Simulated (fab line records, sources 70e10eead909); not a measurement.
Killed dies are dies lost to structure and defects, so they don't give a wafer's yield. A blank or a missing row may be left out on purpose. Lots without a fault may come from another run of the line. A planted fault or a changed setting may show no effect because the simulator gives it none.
Chamber matching | flow nand_harc | NHARC_A_BLC_CMP_25 on cmp-03: 4 sister chambers
The step polishes, t overpolish 30 s, target thk 150 nm. 20 wafers are shown with their chamber, then 10 later ones without.

WAFERS WITH THEIR CHAMBER
wafer  | chamber | motor_current_A (A) | slurry_filter_dp_kPa (kPa) | time_to_endpoint_s (s)
L074.4 | 0       | 13.2                | 13.40                      | 32.0
L074.5 | 1       | 13.0                | 13.81                      | 32.7
L074.6 | 2       | 11.2                | 13.51                      | 31.2
L078.2 | 0       | 12.6                | 13.48                      | 33.1
L078.5 | 3       | 14.9                | 13.50                      | 29.4
L078.6 | 0       | 13.5                | 13.32                      | 31.4
L075.3 | 3       | 14.1                | 13.58                      | 30.2
L075.5 | 0       | 13.5                | 13.20                      | 31.4
L075.6 | 1       | 13.3                | 13.66                      | 32.4
L076.1 | 3       | 14.3                | 13.67                      | 30.1
L076.4 | 0       | 12.9                | 13.63                      | 33.3
L076.6 | 3       | 14.7                | 13.39                      | 28.8
L079.1 | 0       | 13.4                | 13.34                      | 28.5
L079.2 | 3       | 14.8                | 13.52                      | 28.3
L079.6 | 1       | 12.9                | 13.46                      | 27.9
L081.3 | 2       | 12.1                | 13.47                      | 29.0
L081.4 | 1       | 12.8                | 13.46                      | 28.1
L081.6 | 3       | 14.1                | 13.53                      | 29.6
L084.1 | 3       | 14.6                | 13.88                      | 30.1
L084.4 | 1       | 13.8                | 13.53                      | 28.5

SIGNATURES (means of the wafers above)
reading              | chamber 0 | chamber 1 | chamber 2 | chamber 3 | scatter within a chamber
motor_current_A      | 13.183    | 13.160    | 11.650    | 14.500    | 0.386
slurry_filter_dp_kPa | 13.3950   | 13.5840   | 13.4900   | 13.5814   | 0.147
time_to_endpoint_s   | 31.617    | 29.920    | 30.100    | 29.500    | 1.66
Rule: a wafer's distance from a chamber is the root of the sum, over the readings, of the square of ((its reading less the chamber's mean) divided by the reading's scatter). The wafer belongs to the nearest chamber; if the next one is less than 2 further off, it can't be placed. The scatter: the root of (the sum of the squares of (reading less its chamber's mean) over the shown wafers, divided by (wafers less chambers)).

WAFERS WITHOUT THEIR CHAMBER
wafer  | motor_current_A (A) | slurry_filter_dp_kPa (kPa) | time_to_endpoint_s (s)
L084.5 | 12.8                | 13.59                      | 31.3
L088.4 | 14.4                | 13.42                      | 27.4
L088.5 | 12.8                | 13.42                      | 30.2
L088.6 | 14.3                | 13.37                      | 26.5
L085.4 | 13.6                | 13.49                      | 30.4
L085.5 | 14.8                | 13.46                      | 27.6
L085.6 | 11.9                | 13.32                      | 31.8
L089.1 | 12.7                | 13.55                      | 29.9
L089.3 | 12.8                | 13.59                      | 30.2
L089.6 | 13.1                | 13.42                      | 31.4

WHICH CHAMBER EACH WENT THROUGH
wafer  | from the rows above          | in truth
L084.5 | can't be placed: 1 or 0 or 2 | 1
L088.4 | 3                            | 3
L088.5 | can't be placed: 0 or 1 or 2 | 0
L088.6 | can't be placed: 3 or 1 or 0 | 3
L085.4 | can't be placed: 1 or 0 or 3 | 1
L085.5 | 3                            | 3
L085.6 | can't be placed: 2 or 0      | 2
L089.1 | can't be placed: 1 or 0 or 2 | 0
L089.3 | can't be placed: 1 or 0      | 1
L089.6 | can't be placed: 0 or 1      | 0
Placed correctly: 2 of 10. Can't be placed from these rows: 8 (the true chamber is among the candidates in 8). Placed wrongly: 0.
